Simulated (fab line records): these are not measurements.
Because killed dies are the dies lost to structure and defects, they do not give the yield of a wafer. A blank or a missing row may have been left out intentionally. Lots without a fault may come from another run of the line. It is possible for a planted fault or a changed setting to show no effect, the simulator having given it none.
Chamber matching || flow nandHarc || rieDiel-05 running NHARC_P_M2_DESCUM_14: 4 sister chambers
The step chemistry O2, time 3 s. 14 wafers are shown with their chamber, then 7 later ones without.

## WAFERS, EACH WITH ITS CHAMBER
{"wafer": "L074.2", "chamber": 0, "drypumpMotorCurrentA (A)": 5.2, "oesProductAu (a.u.)": 0.983, "throttleValvePct (%)": 11.314}
{"wafer": "L074.3", "chamber": 3, "drypumpMotorCurrentA (A)": 6.3, "oesProductAu (a.u.)": 1.008, "throttleValvePct (%)": 11.304}
{"wafer": "L074.6", "chamber": 2, "drypumpMotorCurrentA (A)": 5.7, "oesProductAu (a.u.)": 0.978, "throttleValvePct (%)": 11.321}
{"wafer": "L078.2", "chamber": 0, "drypumpMotorCurrentA (A)": 5.3, "oesProductAu (a.u.)": 1.003, "throttleValvePct (%)": 11.304}
{"wafer": "L078.3", "chamber": 3, "drypumpMotorCurrentA (A)": 6.3, "oesProductAu (a.u.)": 1.007, "throttleValvePct (%)": 11.317}
{"wafer": "L078.6", "chamber": 2, "drypumpMotorCurrentA (A)": 5.7, "oesProductAu (a.u.)": 0.991, "throttleValvePct (%)": 11.315}
{"wafer": "L080.4", "chamber": 0, "drypumpMotorCurrentA (A)": 5.3, "oesProductAu (a.u.)": 0.987, "throttleValvePct (%)": 11.306}
{"wafer": "L080.5", "chamber": 2, "drypumpMotorCurrentA (A)": 5.7, "oesProductAu (a.u.)": 0.987, "throttleValvePct (%)": 11.317}
{"wafer": "L080.6", "chamber": 3, "drypumpMotorCurrentA (A)": 6.3, "oesProductAu (a.u.)": 1.011, "throttleValvePct (%)": 11.300}
{"wafer": "L081.1", "chamber": 1, "drypumpMotorCurrentA (A)": 6.3, "oesProductAu (a.u.)": 0.977, "throttleValvePct (%)": 11.313}
{"wafer": "L081.2", "chamber": 0, "drypumpMotorCurrentA (A)": 5.2, "oesProductAu (a.u.)": 0.986, "throttleValvePct (%)": 11.321}
{"wafer": "L081.6", "chamber": 3, "drypumpMotorCurrentA (A)": 6.3, "oesProductAu (a.u.)": 0.998, "throttleValvePct (%)": 11.313}
{"wafer": "L088.1", "chamber": 1, "drypumpMotorCurrentA (A)": 6.3, "oesProductAu (a.u.)": 0.965, "throttleValvePct (%)": 11.302}
{"wafer": "L088.3", "chamber": 2, "drypumpMotorCurrentA (A)": 5.7, "oesProductAu (a.u.)": 1.005, "throttleValvePct (%)": 11.316}

SIGNATURES, as means of the wafers listed above
{"reading": "drypumpMotorCurrentA", "chamber 0": 5.250, "chamber 1": 6.300, "chamber 2": 5.700, "chamber 3": 6.300, "scatter within a chamber": 0.0316}
{"reading": "oesProductAu", "chamber 0": 0.98975, "chamber 1": 0.97100, "chamber 2": 0.99025, "chamber 3": 1.00600, "scatter within a chamber": 0.00887}
{"reading": "throttleValvePct", "chamber 0": 11.31125, "chamber 1": 11.30750, "chamber 2": 11.31725, "chamber 3": 11.30850, "scatter within a chamber": 0.0067}
Rule: for each reading, subtract the chamber's mean from the wafer's reading, divide by that reading's scatter and square the result; add these up over the readings and take the root, which gives the wafer's distance from the chamber. The wafer belongs to the nearest chamber; if the next one is less than 2 further off, it can't be placed. The scatter is the square root of a quotient: the sum, over the shown wafers, of each reading's squared deviation from its chamber's mean, divided by wafers minus chambers.

## WAFERS WITH NO CHAMBER GIVEN
{"wafer": "L088.4", "drypumpMotorCurrentA (A)": 5.2, "oesProductAu (a.u.)": 1.019, "throttleValvePct (%)": 11.326}
{"wafer": "L087.3", "drypumpMotorCurrentA (A)": 6.3, "oesProductAu (a.u.)": 1.008, "throttleValvePct (%)": 11.302}
{"wafer": "L087.4", "drypumpMotorCurrentA (A)": 5.7, "oesProductAu (a.u.)": 0.990, "throttleValvePct (%)": 11.319}
{"wafer": "L087.5", "drypumpMotorCurrentA (A)": 6.3, "oesProductAu (a.u.)": 0.961, "throttleValvePct (%)": 11.321}
{"wafer": "L091.1", "drypumpMotorCurrentA (A)": 6.3, "oesProductAu (a.u.)": 0.966, "throttleValvePct (%)": 11.308}
{"wafer": "L091.4", "drypumpMotorCurrentA (A)": 5.7, "oesProductAu (a.u.)": 0.987, "throttleValvePct (%)": 11.315}
{"wafer": "L091.5", "drypumpMotorCurrentA (A)": 6.3, "oesProductAu (a.u.)": 0.993, "throttleValvePct (%)": 11.309}

## THE CHAMBER EACH PASSED THROUGH
{"wafer": "L088.4", "from the rows above": 0, "in truth": 0}
{"wafer": "L087.3", "from the rows above": 3, "in truth": 3}
{"wafer": "L087.4", "from the rows above": 2, "in truth": 2}
{"wafer": "L087.5", "from the rows above": 1, "in truth": 1}
{"wafer": "L091.1", "from the rows above": 1, "in truth": 1}
{"wafer": "L091.4", "from the rows above": 2, "in truth": 2}
{"wafer": "L091.5", "from the rows above": "can't be placed: 3 or 1", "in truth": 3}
Placed correctly: 6 of 7. Not placeable from these rows: 1 (in 1, the candidates include the true chamber). 0 placed wrongly.
